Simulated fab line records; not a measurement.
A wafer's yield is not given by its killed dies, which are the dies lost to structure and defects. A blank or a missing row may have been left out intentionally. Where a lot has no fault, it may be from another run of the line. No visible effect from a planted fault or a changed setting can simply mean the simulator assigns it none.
Comparing a struck lot with a sound one    flow n5Finfet    38 steps out of a route of 1938
Sound: these wafers, L968.2, L968.4, L968.5. The struck wafers were L964.4, L964.5. The cause comes at the end.
For every step that has rows: the tool of each side, followed by ch and its chambers, followed by its first start. Under that, the readings that differ: sound wafers    struck wafers    difference of the means    sigmas: that difference in standard deviations of wafers without a fault.
alike: a reading whose means differ by less than 2 such deviations, as well as words and numbers matching on both sides. not compared: withheld readings; readings where some wafer has no value; bounds like >300 that might hide an equal value; numbers whose values overlap and for which the record gives no deviation.
A row with sigmas, a row that says differs or no value, or rows on one side alone: a step with any of these is where the two part. Numbers that don't overlap but have no deviation are shown without sigmas and don't part them. A reading missing from all wafers of one side parts the sides only when that side holds two or more wafers.

first, 9 steps without rows for these wafers: N5_BEOL_M4_ANNEAL_95 (time 240 s); N5_BEOL_M4_SPUTTER_96 (material Cu, target thk 4.5 nm, time 8.29 s); N5_BEOL_M4_ECD_50 (material Cu, target thk 300 nm); N5_BEOL_M4_ANNEAL_51 (time 90 s); N5_BEOL_M4_CMP_52 (polishes, stops on SiOC, t overpolish 6.8 s, target thk 40 nm); N5_BEOL_M4_PRE_CLEAN_60 (time 15 s); N5_BEOL_M4_CO_CAP_55 (material Co, precursor CCTBA/H2, target thk 2 nm, time 102.1 s); N5_BEOL_M4_PRE_CLEAN_56 (time 15 s); N5_BEOL_M4_DEP_57 (deposits SiCN from 3MS/NH3, target thk 8 nm, time 14 s).
N5_BEOL_M4_RC_MEAS_101:
  sound on prober-02 ch 0, day 12 12:56; struck on prober-01 ch 0, day 11 03:47
  alike: DIBL_N, DIBL_P, IOFF_N, IOFF_P, ION_N, ION_P, SS_N, SS_P, VT_N, VT_P
then, 24 steps without rows for these wafers: N5_BEOL_M5_ILD_DEP_00 (deposits SiCOH lowk from DEMS/porogen, target thk 140.64 nm, time 25.9 s); N5_BEOL_M5_CURE_79 (cures SiCOH lowk, time 240 s); N5_BEOL_M5_PECVD_70 (deposits SiO2 from TEOS/O2, target thk 16 nm, time 18 s); N5_BEOL_M5_HM_DEP_02 (deposits TiN, target thk 20 nm); N5_BEOL_M5_COAT_59 (time 60 s, resist thk 60 nm); N5_BEOL_M5_COAT_60 (time 60 s, resist thk 12 nm); N5_BEOL_M5_COAT_71 (time 60 s, resist thk 5 nm); N5_BEOL_M5_COAT_05 (resist thk 30 nm); N5_BEOL_M5_EBR_07; N5_BEOL_M5_SOFTBAKE_06 (time 60 s); N5_BEOL_M5_EXPOSE_08 (exposes mask M5, target cd 28 nm); N5_BEOL_M5_PEB_09 (peb time 60 s); N5_BEOL_M5_DEVELOP_10 (develop time 30 s); N5_BEOL_M5_DESCUM_16 (chemistry O2, time 7 s); N5_BEOL_M5_ETCH_72 (etches underlayer in N2/H2, target depth 6.5 nm, time 5.2 s); N5_BEOL_M5_ETCH_61 (etches SiARC in CF4, target depth 15.6 nm, time 26 s); N5_BEOL_M5_ETCH_62 (etches SOC in N2/H2, target depth 75 nm, overetch 15 nm, time 112.5 s); N5_BEOL_M5_STRIP_63 (strips in N2/H2); N5_BEOL_M5_STRIP_73 (strips in N2/H2); N5_BEOL_M5_STRIP_64 (strips in CF4); N5_BEOL_M5_HM_OPEN_17 (chemistry Cl2/BCl3, target TiN, target depth 20 nm, overetch 6 nm); N5_BEOL_M5_STRIP_19 (strips in O2); N5_BEOL_M5_COAT_65 (time 60 s, resist thk 60 nm); N5_BEOL_M5_COAT_66 (time 60 s, resist thk 12 nm).
N5_BEOL_M7_CMP_52: polishes, stops on SiCOH lowk, t overpolish 6.9 s, target thk 80 nm.
  sound on cmp-04 ch 2,3, day 13 17:58; struck on cmp-01 ch 0,1, day 12 04:55
reading                    sound              struck       difference  sigmas
barrierFieldEndpointS (s)  29.1 28.6 29.1     46.9 46.9    +18.0       +28
overpolishRunS (s)         6.912 6.908 6.901  0.045 0.046  -6.862      -99 or more
timeToEndpointS (s)        62.4 61.4 65.6     81.4 81.8    +18.5       +8
  alike: motorCurrentA, slurryFlowMlMin
N5_BEOL_M7_THK_MEAS_53: measures by xrf.
  sound on filmMetro-01 at day 13 18:13; struck on filmMetro-02 at day 12 05:08
reading      sound           struck       difference  sigmas
M7_THK (nm)  80.7 76.7 77.6  175.6 176.9  +97.9       +52
N5_BEOL_M7_INSPECT_58: inspects for defects (darkfield).
  sound on defectInspect-02 at day 13 18:22; struck on defectInspect-02 at day 12 05:18
reading         sound      struck     difference  sigmas
rawDefectCount  63 80 100  1226 1211  +1138       +44
-- the record jumps here: 3 days lie between the struck wafers' starts before and after (it left off in module BEOL_M7 and takes up again in module PASSIVATION, whose first step shown is number 1936 of the route) --
N5_PASSIVATION_PROBE_49:
  sound on prober-02 at day 17 01:32; struck on prober-02 at day 15 10:41
reading                 sound           struck     difference  sigmas
defectLimitedYield (%)  88.7 90.3 92.3  0 0        -90         -65
killed_at_M4_up         15 9 13         1107 1089  +1086       +99 or more
killedDies              133 115 91      1180 1180  +1067       +67
killedOnRim             23 16 12        152 152    +135        +36
sortNPass               1047 1065 1089  0 0        -1067       -67
sortYieldPct (%)        88.7 90.3 92.3  0 0        -90         -65
  alike: killed_at_M0_to_M3, killedAtContacts, killedAtFrontEnd, killedAtOther, killedOpen, killedShort, sort_bin_5_function, sort_bin_6_memory

WHERE THEY PART
First at N5_BEOL_M7_CMP_52; last, within this record, at N5_PASSIVATION_PROBE_49.

WHY: the cause the simulator had injected
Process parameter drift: cmp-01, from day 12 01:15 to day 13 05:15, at N5_BEOL_M7_CMP_52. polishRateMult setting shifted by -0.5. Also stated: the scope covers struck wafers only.
